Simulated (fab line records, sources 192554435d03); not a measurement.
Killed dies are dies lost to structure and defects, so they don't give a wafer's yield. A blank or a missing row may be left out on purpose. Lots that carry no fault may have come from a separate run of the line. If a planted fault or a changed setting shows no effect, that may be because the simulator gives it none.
Split-lot experiment / flow n5_finfet / route with 1938 steps; 7 lots, 21 wafers read

== ABOUT THE SPLIT ==
At N5_WELL_APT_PEB_23 (peb time 90 s), the setting peb_temp_c was moved away from the recipe's 130 C on 10 of the 21 wafers read, by +1.3% to +2.3%. For the rest of the wafers, this setting stayed at what the recipe calls for.

== FROM THE SPLIT TO THE READING: what the file shows between them, 2 steps ==
- N5_WELL_APT_DEVELOP_24: develop time 45 s
- N5_WELL_APT_HARDBAKE_29: time 120 s

== THE READING ==
cd_nm (nm) at N5_WELL_APT_CD_MEAS_25, where the cd target is 200 nm. A value of 200.8 nm with a standard deviation of 1.9 nm is what fault-free wafers of this fab line usually give.

wafer=L079.1; tool, chamber at the split=litho_track-05, 0; peb_temp_c as run, C=130; against the recipe=recipe; cd_nm, nm=200.1; against lot-mates on the recipe=-
wafer=L079.2; tool, chamber at the split=litho_track-05, 0; peb_temp_c as run, C=131.7; against the recipe=+1.3%; cd_nm, nm=209.0; against lot-mates on the recipe=+8.9
wafer=L079.5; tool, chamber at the split=litho_track-05, 0; peb_temp_c as run, C=131.7; against the recipe=+1.3%; cd_nm, nm=209.1; against lot-mates on the recipe=+9.0
wafer=L080.1; tool, chamber at the split=litho_track-03, 0; peb_temp_c as run, C=133; against the recipe=+2.3%; cd_nm, nm=214.7; against lot-mates on the recipe=+15.3
wafer=L080.3; tool, chamber at the split=litho_track-03, 0; peb_temp_c as run, C=130; against the recipe=recipe; cd_nm, nm=199.4; against lot-mates on the recipe=-
wafer=L080.5; tool, chamber at the split=litho_track-03, 0; peb_temp_c as run, C=133; against the recipe=+2.3%; cd_nm, nm=211.7; against lot-mates on the recipe=+12.3
wafer=L084.2; tool, chamber at the split=litho_track-05, 0; peb_temp_c as run, C=131.8; against the recipe=+1.4%; cd_nm, nm=208.8; against lot-mates on the recipe=+9.9
wafer=L084.3; tool, chamber at the split=litho_track-05, 0; peb_temp_c as run, C=130; against the recipe=recipe; cd_nm, nm=198.9; against lot-mates on the recipe=-
wafer=L084.4; tool, chamber at the split=litho_track-05, 0; peb_temp_c as run, C=131.8; against the recipe=+1.4%; cd_nm, nm=210.1; against lot-mates on the recipe=+11.2
wafer=L088.1; tool, chamber at the split=litho_track-04, 0; peb_temp_c as run, C=130; against the recipe=recipe; cd_nm, nm=204.0; against lot-mates on the recipe=-
wafer=L088.3; tool, chamber at the split=litho_track-04, 0; peb_temp_c as run, C=130; against the recipe=recipe; cd_nm, nm=198.4; against lot-mates on the recipe=-
wafer=L088.4; tool, chamber at the split=litho_track-04, 0; peb_temp_c as run, C=130; against the recipe=recipe; cd_nm, nm=199.1; against lot-mates on the recipe=-
wafer=L089.2; tool, chamber at the split=litho_track-04, 0; peb_temp_c as run, C=130; against the recipe=recipe; cd_nm, nm=201.2; against lot-mates on the recipe=-
wafer=L089.3; tool, chamber at the split=litho_track-04, 0; peb_temp_c as run, C=131.9; against the recipe=+1.5%; cd_nm, nm=212.2; against lot-mates on the recipe=+11.0
wafer=L089.6; tool, chamber at the split=litho_track-04, 0; peb_temp_c as run, C=131.9; against the recipe=+1.5%; cd_nm, nm=213.5; against lot-mates on the recipe=+12.3
wafer=L091.3; tool, chamber at the split=litho_track-03, 0; peb_temp_c as run, C=130; against the recipe=recipe; cd_nm, nm=196.8; against lot-mates on the recipe=-
wafer=L091.4; tool, chamber at the split=litho_track-03, 0; peb_temp_c as run, C=130; against the recipe=recipe; cd_nm, nm=197.2; against lot-mates on the recipe=-
wafer=L091.6; tool, chamber at the split=litho_track-03, 0; peb_temp_c as run, C=130; against the recipe=recipe; cd_nm, nm=198.9; against lot-mates on the recipe=-
wafer=L096.1; tool, chamber at the split=litho_track-03, 0; peb_temp_c as run, C=130; against the recipe=recipe; cd_nm, nm=200.8; against lot-mates on the recipe=-
wafer=L096.3; tool, chamber at the split=litho_track-03, 0; peb_temp_c as run, C=132.3; against the recipe=+1.8%; cd_nm, nm=214.2; against lot-mates on the recipe=+13.4
wafer=L096.4; tool, chamber at the split=litho_track-03, 0; peb_temp_c as run, C=132.3; against the recipe=+1.8%; cd_nm, nm=211.6; against lot-mates on the recipe=+10.8

THE FIT
A straight line over all 21 wafers: cd_nm changes by +6.95 nm for each +1% of peb_temp_c; r = +0.95; the points scatter about the line by 2.1 nm.
The same after taking each lot's own level away (the mean of its wafers on the recipe; 21 wafers): +6.68 nm for each +1%; r = +0.97; scatter 1.6 nm.
That fit puts the effect of the largest move of peb_temp_c on the reading at 15 nm.
The span of the lots' own levels, 197.63 to 201.20 nm, comes to 1.9 times the standard deviation stated above.
The two slopes agree, so the slope changes little with the lot-to-lot level.
Check: for one of the wafers moved furthest among these (+2.3%), held out of the fit, the line's prediction against its lot-mates is +15.7 nm. Against them it came out at +15.3 nm.

== ADDITIONAL SPLITS CARRIED BY THESE WAFERS ==
These wafers also went through other splits before the reading. Each is held against what the fit with the lots' levels taken away leaves over:
other split on the same wafers=N5_WELL_APT_COAT_02 spin_rpm; wafers away from the commonest value=7; r with cd_nm (lot level and that fit taken away)=+0.22
other split on the same wafers=N5_WELL_APT_COAT_19 spin_rpm; wafers away from the commonest value=9; r with cd_nm (lot level and that fit taken away)=+0.06

== THE WHOLE CHAIN: every reading that the file lists as answering this split, in the file's order ==
step=N5_WELL_APT_CD_MEAS_25; what it does=target cd 200 nm; reading=cd_nm; change (the file's fit)=+6.79 nm for each +1% of the setting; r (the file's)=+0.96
step=N5_WELL_APT_DESCUM_30; what it does=chemistry O2, time 7.9 s; reading=WELL_APT.cd_nm (the simulator's own value, which no gauge read); change (the file's fit)=+6.8 nm for each +1% of the setting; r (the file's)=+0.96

== FILE'S OWN FIT ==
cd_nm changes by +6.79 nm for each +1% of peb_temp_c, r = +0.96.
